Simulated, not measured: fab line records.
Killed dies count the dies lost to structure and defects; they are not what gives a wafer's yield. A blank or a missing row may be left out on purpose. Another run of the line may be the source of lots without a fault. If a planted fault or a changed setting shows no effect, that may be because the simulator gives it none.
Lot-split experiment || flow n5 finfet || on a route of 1938 steps: 7 lots, 21 wafers read

## ABOUT THE SPLIT
At N5_PASSIVATION_PECVD_55 (deposits SiO2 from SiH4/N2O, target thk 400 nm, time 22.5 s), the setting time s was moved away from the recipe's 22.5 s on 7 of the 21 wafers read, by -11.5% to -5.5%. All remaining wafers had this setting at the recipe value.

The reading is taken at the split's own step.

## THE READING
SiO2_of_PASSIVATION_PECVD_55.thk nm (the simulator's own value, which no gauge read), in nm, at N5_PASSIVATION_PECVD_55 (deposits SiO2 from SiH4/N2O, target thk 400 nm, time 22.5 s). No usual value for it is given in the file. The 14 wafers here that ran the recipe average 400.9 nm, standard deviation 5.3 nm.

{"wafer": "L075.3", "tool, chamber at the split": "pecvd-04, 0", "time s as run, s": 22.5, "against the recipe": "recipe", "SiO2_of_PASSIVATION_PECVD_55.thk nm, nm": 393.4, "against lot-mates on the recipe": "-"}
{"wafer": "L075.4", "tool, chamber at the split": "pecvd-04, 2", "time s as run, s": 19.98, "against the recipe": "-11.2%", "SiO2_of_PASSIVATION_PECVD_55.thk nm, nm": 350.8, "against lot-mates on the recipe": -42.6}
{"wafer": "L075.6", "tool, chamber at the split": "pecvd-04, 0", "time s as run, s": 19.98, "against the recipe": "-11.2%", "SiO2_of_PASSIVATION_PECVD_55.thk nm, nm": 348.2, "against lot-mates on the recipe": -45.2}
{"wafer": "L074.2", "tool, chamber at the split": "pecvd-02, 2", "time s as run, s": 19.91, "against the recipe": "-11.5%", "SiO2_of_PASSIVATION_PECVD_55.thk nm, nm": 339.8, "against lot-mates on the recipe": -52.0}
{"wafer": "L074.3", "tool, chamber at the split": "pecvd-02, 0", "time s as run, s": 22.5, "against the recipe": "recipe", "SiO2_of_PASSIVATION_PECVD_55.thk nm, nm": 391.8, "against lot-mates on the recipe": "-"}
{"wafer": "L074.6", "tool, chamber at the split": "pecvd-02, 2", "time s as run, s": 19.91, "against the recipe": "-11.5%", "SiO2_of_PASSIVATION_PECVD_55.thk nm, nm": 354.2, "against lot-mates on the recipe": -37.6}
{"wafer": "L083.3", "tool, chamber at the split": "pecvd-03, 2", "time s as run, s": 22.5, "against the recipe": "recipe", "SiO2_of_PASSIVATION_PECVD_55.thk nm, nm": 400.2, "against lot-mates on the recipe": "-"}
{"wafer": "L083.4", "tool, chamber at the split": "pecvd-03, 0", "time s as run, s": 22.5, "against the recipe": "recipe", "SiO2_of_PASSIVATION_PECVD_55.thk nm, nm": 405.8, "against lot-mates on the recipe": "-"}
{"wafer": "L083.5", "tool, chamber at the split": "pecvd-03, 1", "time s as run, s": 22.5, "against the recipe": "recipe", "SiO2_of_PASSIVATION_PECVD_55.thk nm, nm": 395.6, "against lot-mates on the recipe": "-"}
{"wafer": "L087.4", "tool, chamber at the split": "pecvd-04, 2", "time s as run, s": 22.5, "against the recipe": "recipe", "SiO2_of_PASSIVATION_PECVD_55.thk nm, nm": 398.6, "against lot-mates on the recipe": "-"}
{"wafer": "L087.5", "tool, chamber at the split": "pecvd-04, 0", "time s as run, s": 22.5, "against the recipe": "recipe", "SiO2_of_PASSIVATION_PECVD_55.thk nm, nm": 402.8, "against lot-mates on the recipe": "-"}
{"wafer": "L087.6", "tool, chamber at the split": "pecvd-04, 1", "time s as run, s": 22.5, "against the recipe": "recipe", "SiO2_of_PASSIVATION_PECVD_55.thk nm, nm": 412.4, "against lot-mates on the recipe": "-"}
{"wafer": "L086.1", "tool, chamber at the split": "pecvd-03, 1", "time s as run, s": 21.27, "against the recipe": "-5.5%", "SiO2_of_PASSIVATION_PECVD_55.thk nm, nm": 370.2, "against lot-mates on the recipe": -32.5}
{"wafer": "L086.2", "tool, chamber at the split": "pecvd-03, 2", "time s as run, s": 22.5, "against the recipe": "recipe", "SiO2_of_PASSIVATION_PECVD_55.thk nm, nm": 399.8, "against lot-mates on the recipe": "-"}
{"wafer": "L086.4", "tool, chamber at the split": "pecvd-03, 2", "time s as run, s": 22.5, "against the recipe": "recipe", "SiO2_of_PASSIVATION_PECVD_55.thk nm, nm": 405.6, "against lot-mates on the recipe": "-"}
{"wafer": "L091.2", "tool, chamber at the split": "pecvd-02, 0", "time s as run, s": 20.54, "against the recipe": "-8.7%", "SiO2_of_PASSIVATION_PECVD_55.thk nm, nm": 368, "against lot-mates on the recipe": -35.6}
{"wafer": "L091.3", "tool, chamber at the split": "pecvd-02, 2", "time s as run, s": 20.54, "against the recipe": "-8.7%", "SiO2_of_PASSIVATION_PECVD_55.thk nm, nm": 358, "against lot-mates on the recipe": -45.6}
{"wafer": "L091.5", "tool, chamber at the split": "pecvd-02, 1", "time s as run, s": 22.5, "against the recipe": "recipe", "SiO2_of_PASSIVATION_PECVD_55.thk nm, nm": 403.6, "against lot-mates on the recipe": "-"}
{"wafer": "L093.3", "tool, chamber at the split": "pecvd-03, 2", "time s as run, s": 22.5, "against the recipe": "recipe", "SiO2_of_PASSIVATION_PECVD_55.thk nm, nm": 398.2, "against lot-mates on the recipe": "-"}
{"wafer": "L093.5", "tool, chamber at the split": "pecvd-03, 1", "time s as run, s": 22.5, "against the recipe": "recipe", "SiO2_of_PASSIVATION_PECVD_55.thk nm, nm": 400.2, "against lot-mates on the recipe": "-"}
{"wafer": "L093.6", "tool, chamber at the split": "pecvd-03, 2", "time s as run, s": 22.5, "against the recipe": "recipe", "SiO2_of_PASSIVATION_PECVD_55.thk nm, nm": 404.8, "against lot-mates on the recipe": "-"}

FIT RESULTS
A straight line over all 21 wafers: SiO2_of_PASSIVATION_PECVD_55.thk nm changes by +4.61 nm for each +1% of time s; r = +0.97; the points scatter about the line by 5.5 nm.
The same after taking each lot's own level away (the mean of its wafers on the recipe; 21 wafers): +4.11 nm for each +1%; r = +0.97; scatter 5.2 nm.
According to that fit, moving time s by its largest amount changes the reading by 47 nm.
The span of the lots' own levels, 391.80 to 404.60 nm, comes to 2.4 times the standard deviation stated above.
So the slope is not independent of the lot-to-lot level: the two fits are not the same.
Check: -46.8 nm against its lot-mates is what the line predicts for one of the wafers moved furthest among these (-11.5%) when that wafer is left out of the fit. Against them it came out at -52 nm.

## OTHER SPLITS ON THESE WAFERS
These wafers also went through other splits before the reading. Each is held against what the fit with the lots' levels taken away leaves over:
{"other split on the same wafers": "N5_BEOL_M15_EXPOSE_07 dose mj", "wafers away from the commonest value": 9, "r with SiO2_of_PASSIVATION_PECVD_55.thk nm (lot level and that fit taken away)": -0.03}

## THE WHOLE CHAIN: every reading that the file lists as answering this split, in the file's order
{"step": "N5_PASSIVATION_PECVD_55", "what it does": "deposits SiO2 from SiH4/N2O, target thk 400 nm, time 22.5 s", "reading": "SiO2_of_PASSIVATION_PECVD_55.thk nm (the simulator's own value, which no gauge read)", "change (the file's fit)": "+4.23 nm for each +1% of the setting", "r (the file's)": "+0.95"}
{"step": "N5_PASSIVATION_VIA_ETCH_13", "what it does": "etches SiO2 in CHF3/O2, target depth 660 nm, time 330 s", "reading": "etch rf on time s", "change (the file's fit)": "withheld for each +1% of the setting", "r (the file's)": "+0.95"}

## FILE'S OWN FIT
SiO2_of_PASSIVATION_PECVD_55.thk nm changes by +4.23 nm for each +1% of time s, r = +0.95.
